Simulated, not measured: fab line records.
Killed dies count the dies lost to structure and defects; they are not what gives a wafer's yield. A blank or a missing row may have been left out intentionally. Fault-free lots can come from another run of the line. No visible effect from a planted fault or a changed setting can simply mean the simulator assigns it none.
Chamber matching | flow nand_harc | NHARC_A_M1_DEP_33 on pecvd-03 has 3 sister chambers
The step deposits SiCN, target thk 30 nm. 18 wafers are shown with their chamber, then 9 later ones without.

## EACH WAFER AND ITS CHAMBER
wafer  | chamber | heater_power_w (W) | rf_fwd_power_W (W)
L075.1 | 1       | 528                | 447.4
L075.2 | 2       | 633                | 449.5
L075.6 | 1       | 534                | 447.6
L082.1 | 1       | 568                | 449.0
L082.3 | 2       | 637                | 448.1
L082.5 | 1       | 567                | 449.7
L085.1 | 2       | 672                | 448.8
L085.2 | 0       | 641                | 447.3
L085.5 | 1       | 547                | 449.1
L086.2 | 0       | 637                | 447.5
L086.3 | 1       | 581                | 448.6
L086.5 | 2       | 692                | 450.5
L087.2 | 2       | 669                | 449.1
L087.5 | 1       | 478                | 450.3
L087.6 | 0       | 657                | 449.7
L088.2 | 0       | 609                | 448.7
L088.3 | 2       | 624                | 450.8
L088.5 | 0       | 618                | 448.0

SIGNATURES, as means of the wafers listed above
reading        | chamber 0 | chamber 1 | chamber 2 | scatter within a chamber
heater_power_w | 632.40    | 543.29    | 654.50    | 28.6
rf_fwd_power_W | 448.240   | 448.814   | 449.467   | 1.02
Rule: for each reading, subtract the chamber's mean from the wafer's reading, divide by that reading's scatter and square the result; add these up over the readings and take the root, which gives the wafer's distance from the chamber. If the next closest chamber is less than 2 further off than the closest, the wafer can't be placed; otherwise it belongs to the closest. The scatter: take each reading less its chamber's mean, square it, sum over the shown wafers, divide by the number of wafers less the number of chambers, and take the root.

## WAFERS WHOSE CHAMBER IS MISSING
wafer  | heater_power_w (W) | rf_fwd_power_W (W)
L089.1 | 566                | 448.6
L089.2 | 611                | 450.9
L089.3 | 650                | 448.7
L091.1 | 653                | 447.8
L091.3 | 591                | 449.6
L091.4 | 585                | 447.8
L093.2 | 468                | 446.5
L093.4 | 474                | 450.0
L093.5 | 610                | 448.9

## THE CHAMBER EACH PASSED THROUGH
wafer  | from the rows above          | in truth
L089.1 | can't be placed: 1 or 0      | 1
L089.2 | can't be placed: 2 or 0 or 1 | 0
L089.3 | can't be placed: 0 or 2      | 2
L091.1 | can't be placed: 0 or 2      | 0
L091.3 | can't be placed: 1 or 0 or 2 | 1
L091.4 | can't be placed: 0 or 1 or 2 | 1
L093.2 | 1                            | 1
L093.4 | 1                            | 1
L093.5 | can't be placed: 0 or 2 or 1 | 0
Correctly placed: 2 of 9. Can't be placed from these rows: 7 (the true chamber is among the candidates in 7). Number placed wrongly: 0.
